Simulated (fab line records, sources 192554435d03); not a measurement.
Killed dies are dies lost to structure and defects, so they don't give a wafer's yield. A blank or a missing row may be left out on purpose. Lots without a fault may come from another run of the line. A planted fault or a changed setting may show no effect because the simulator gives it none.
Chamber matching | flow n5_finfet | N5_BEOL_M5_ALD_86 on ald_metal-03: 4 sister chambers
The step deposits TaN, pulse time 2 s, purge time 3 s, co reactant purge time 2 s. 8 wafers are shown with their chamber, then 7 later ones without.

WAFERS WITH THEIR CHAMBER
wafer  | chamber | heater_power_w (W)
L080.1 | 2       | 426
L080.2 | 3       | 454
L080.4 | 0       | 533
L086.2 | 2       | 413
L086.3 | 3       | 462
L086.5 | 1       | 383
L090.3 | 1       | 389
L090.4 | 0       | 524

WAFERS WITHOUT THEIR CHAMBER
wafer  | heater_power_w (W)
L090.5 | 424
L095.1 | 421
L095.2 | 467
L095.3 | 387
L097.1 | 529
L097.3 | 388
L097.6 | 477

WHICH CHAMBER EACH WENT THROUGH
wafer  | from the rows above | in truth
L090.5 | 2                   | 2
L095.1 | 2                   | 2
L095.2 | 3                   | 3
L095.3 | 1                   | 1
L097.1 | 0                   | 0
L097.3 | 1                   | 1
L097.6 | 3                   | 3
Placed correctly: 7 of 7. Can't be placed from these rows: 0. Placed wrongly: 0.
How it was worked out, from the rows above alone: a wafer's distance from a chamber is the root of the sum, over the readings, of the square of ((its reading less the chamber's mean) divided by the reading's scatter). The wafer belongs to the nearest chamber; if the next one is less than 2 further off, it can't be placed. A chamber's mean is the mean of its shown wafers. The scatter: the root of (the sum of the squares of (reading less its chamber's mean) over the shown wafers, divided by (wafers less chambers)).
